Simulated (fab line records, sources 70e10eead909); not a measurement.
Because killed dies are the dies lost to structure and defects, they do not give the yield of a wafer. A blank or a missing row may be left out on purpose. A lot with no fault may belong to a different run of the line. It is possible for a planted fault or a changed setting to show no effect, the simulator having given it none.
The tool behind it: which one?	flow nand harc	13 lots, 36 wafers sampled, at 4 steps of a route of 1159

WHAT THE GAUGES SHOWED, per wafer
NHARC_P_ZERO_WELL_CD_MEAS_11: the cd target is 500 nm. Usual: cd nm reads 500.9 nm (standard deviation 1.7).
lot	measured	on	cd nm (nm)	flag
L515	day 1 13:14	cd sem-03	505.6 501.6 503.3	
L518	day 2 07:14	cd sem-01	503.3 502.9 502.2	
L519	day 2 13:15	cd sem-02	499.2 502.1 498.8	
L521	day 3 01:16	cd sem-03	500.3 506.2 501.3	
L522	day 3 07:15	cd sem-03	502.8 502.0 505.7	
L524	day 3 19:14	cd sem-03	498.3 498.9 500.1	
L526	day 4 07:29	cd sem-02	501.3 498.9 500.9	
L527	day 4 13:07	cd sem-02	500.9 501.7	
L528	day 4 19:07	cd sem-02	500.6 500.1	
L530	day 5 07:07	cd sem-01	500.8 503.2	
L534	day 6 07:07	cd sem-03	502.1 498.4 497.1	
L535	day 6 13:14	cd sem-02	501.0 500.9 501.0	
L536	day 6 19:07	cd sem-03	502.5 499.1 499.8	

NHARC_P_STI_OCD_MEAS_17. Usual: trench depth nm 300 nm, standard deviation 5; trench foot cd nm 158.7 nm, standard deviation 2.5.
lot	measured	on	trench depth nm (nm)	trench foot cd nm (nm)	flag
L515	day 2 13:58	ocd-01	298 299 305	159.1 157.6 157.5	
L518	day 3 04:16	ocd-02	298 292 300	160.9 161.1 160.6	
L519	day 3 11:42	ocd-02	303 299 305	155.4 158.4 158.7	
L521	day 3 23:35	ocd-01	308 298 308	160.9 162.3 159.0	
L522	day 4 05:46	ocd-02	299 290 296	154.6 159.5 159.9	
L524	day 4 19:22	ocd-01	297 291 298	158.6 157.0 154.6	
L526	day 5 06:49	ocd-02	297 296 303	159.9 156.2 158.5	
L527	day 5 11:58	ocd-02	248 308	164.9 158.5	OFF
L528	day 5 17:19	ocd-01	256 297	166.3 162.6	OFF
L530	day 6 06:17	ocd-01	246 247	164.4 164.8	OFF
L534	day 7 06:17	ocd-01	293 298 293	156.5 157.0 158.6	
L535	day 7 13:33	ocd-01	304 300 308	156.5 155.4 154.0	
L536	day 7 17:18	ocd-02	300 305 305	159.8 159.3 159.8	

NHARC_P_GATE_OVL_MEAS_27. Usual: overlay x nm 0.2 nm, standard deviation 0.79; overlay y nm 0.3 nm, standard deviation 0.86.
lot	measured	on	overlay x nm (nm)	overlay y nm (nm)	flag
L515	day 4 20:32	overlay-02	1.2 1.3 0.9	0.2 -0.2 -0.2	
L518	day 5 08:35	overlay-02	1.3 1.1 1.4	-0.4 -0.1 0.2	
L519	day 5 17:13	overlay-01	0.9 1.4 0.8	-1.0 -1.1 -0.8	
L521	day 6 06:59	overlay-02	-1.2 -1.4 -1.4	-0.3 -0.2 -0.5	
L522	day 6 09:50	overlay-02	0.3 0.4 0.1	1.5 2.3 1.7	
L524	day 6 23:30	overlay-02	0.5 0.4 0.8	1.1 1.2 1.1	
L526	day 7 20:40	overlay-02	-0.9 -0.7 -0.8	1.3 0.9 1.0	
L527	day 7 20:49	overlay-01	0.6 0.3	0.3 0.6	
L528	day 7 19:52	overlay-02	0.8 0.5	-0.4 0.0	
L530	day 8 12:02	overlay-01	0.1 0.4	0.2 -0.2	
L534	day 9 06:44	overlay-02	-0.1 0.5 0.1	0.4 0.4 1.5	
L535	day 9 15:45	overlay-01	-0.1 0.7 0.3	1.1 1.4 1.4	
L536	day 9 16:46	overlay-01	-0.4 -0.6 -0.3	-0.3 -0.2 -0.2	

EACH LOT AND THE TOOL THAT RAN IT (in order: tool; ch and the chambers of the sampled wafers; start)
lot	NHARC_P_STI_ETCH_15
L515	rie si-05 ch 0,2,3, day 2 13:46
L518	rie si-02 ch 0,2,3, day 3 04:03
L519	rie si-01 ch 0,2,3, day 3 11:29
L521	rie si-05 ch 0,2, day 3 23:20
L522	rie si-02 ch 0,1,3, day 4 05:31
L524	rie si-02 ch 1,2,3, day 4 19:08
L526	rie si-05 ch 0,1,2, day 5 06:35
L527	rie si-05 ch 0,2, day 5 11:45
L528	rie si-05 ch 1,2, day 5 17:06
L530	rie si-05 ch 1, day 6 05:57
L534	rie si-02 ch 0,1,2, day 7 06:01
L535	rie si-01 ch 0,2,3, day 7 13:17
L536	rie si-01 ch 1,2,3, day 7 17:05
- NHARC_P_STI_ETCH_15: etches the open film in HBr/Cl2, target depth 300 nm, time 100.1 s.

WHAT THE TOOLS THEMSELVES READ (means of the sampled wafers that have a number; where no wafer has one, the mark that the record gives instead)
NHARC_P_STI_ETCH_15. Usual: drypump motor current A 5.7 A, standard deviation 0.42; oes product au 0.999 a.u., standard deviation 0.011; throttle valve pct 26.407 %, standard deviation 0.0096.
lot	tool	drypump motor current A (A)	oes product au (a.u.)	throttle valve pct (%)	flag
L515	rie si-05	5.8	0.997	26.414	
L518	rie si-02	5.8	0.989	26.411	
L519	rie si-01	5.5	1.005	26.415	
L521	rie si-05	5.3	1.005	26.409	
L522	rie si-02	5.8	0.987	26.413	
L524	rie si-02	5.9	0.991	26.405	
L526	rie si-05	5.4	0.999	26.402	
L527	rie si-05	5.4	0.950	26.404	OFF
L528	rie si-05	5.3	0.948	26.395	OFF
L530	rie si-05	5.5	0.887	26.402	OFF
L534	rie si-02	6.0	0.987	26.407	
L535	rie si-01	5.5	1.009	26.416	
L536	rie si-01	5.3	1.007	26.400	

THE ANSWER, worked out from the rows above alone
Rule: a lot is off if the mean of its wafers that have a number lies more than 3 standard deviations from the usual mean. Also off: a lot with no number at a reading for which 4 or more lots have one. All remaining lots with rows at the step are treated as sound. Order of review: gauges by route order, followed by the tools' own readings, for which a lot's mean as printed above is used. At the first step where some lot is off, the reading lying furthest off is the one used; lots without a number count as furthest.
Off, at NHARC_P_STI_OCD_MEAS_17 on trench depth nm: L527, L528, L530.
If a tool, at a process step before that reading, ran all the lots that are off and no sound lot after the first of them, it fits. Not tried: the gauges at NHARC_P_STI_OCD_MEAS_17; whatever is off there is also off at NHARC_P_STI_ETCH_15, on other tools, and gauge error can't account for it. One fits: NHARC_P_STI_ETCH_15 on rie si-05. Its last sound lot is L526 (day 5 06:35), its first lot that is off L527 (day 5 11:45): a fault that began between those two fits.
The tool's own readings at NHARC_P_STI_ETCH_15 bear it out: on the lots that are off they differ by more than 5 times the standard deviation of the sound lots' means. oes product au reads 0.928 a.u. there against 0.998 a.u. on the sound lots.

WHAT THE SIMULATOR HAD INSERTED
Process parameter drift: rie si-05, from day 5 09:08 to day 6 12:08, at NHARC_P_STI_ETCH_15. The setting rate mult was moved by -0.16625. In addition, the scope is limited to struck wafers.
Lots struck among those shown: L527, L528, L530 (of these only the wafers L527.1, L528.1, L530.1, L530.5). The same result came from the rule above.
